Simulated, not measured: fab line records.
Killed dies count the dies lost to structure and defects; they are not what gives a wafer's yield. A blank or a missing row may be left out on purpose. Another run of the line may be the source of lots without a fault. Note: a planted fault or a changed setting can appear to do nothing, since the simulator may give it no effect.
Matching of chambers | flow nand-harc | NHARC_A_CONTACT_DESCUM_13 on rie-diel-08 has 4 sister chambers
The step chemistry O2, time 3 s. 4 wafers are shown with their chamber, then 9 later ones without.

## WAFERS WITH THEIR CHAMBER
wafer  | chamber | showerhead-plenum-p-Torr (Torr)
L114.2 | 2       | 1.79
L117.1 | 3       | 1.94
L117.3 | 0       | 1.86
L117.4 | 1       | 1.86

## WAFERS MISSING THEIR CHAMBER
wafer  | showerhead-plenum-p-Torr (Torr)
L119.2 | 1.94
L119.4 | 1.86
L119.5 | 1.86
L126.2 | 1.94
L126.3 | 1.79
L126.6 | 1.86
L127.1 | 1.93
L127.2 | 1.86
L127.4 | 1.86

## CHAMBER TAKEN BY EACH
wafer  | from the rows above     | in truth
L119.2 | 3                       | 3
L119.4 | can't be placed: 0 or 1 | 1
L119.5 | can't be placed: 0 or 1 | 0
L126.2 | 3                       | 3
L126.3 | 2                       | 2
L126.6 | can't be placed: 0 or 1 | 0
L127.1 | 3                       | 3
L127.2 | can't be placed: 0 or 1 | 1
L127.4 | can't be placed: 0 or 1 | 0
Correctly placed: 4 of 9. From these rows, 5 cannot be placed; in 5 the true chamber is one of the candidates. Wrongly placed: 0.
How it was worked out, from the rows above alone: a wafer's distance from a chamber is the root of the sum, over the readings, of the square of ((its reading less the chamber's mean) divided by the reading's scatter). If the next closest chamber is less than 2 further off than the closest, the wafer can't be placed; otherwise it belongs to the closest. For every chamber, the mean is computed from those of its wafers that are shown. The scatter: root of mean squared gap, hidden wafer to nearest shown wafer, with one shown wafer a chamber.
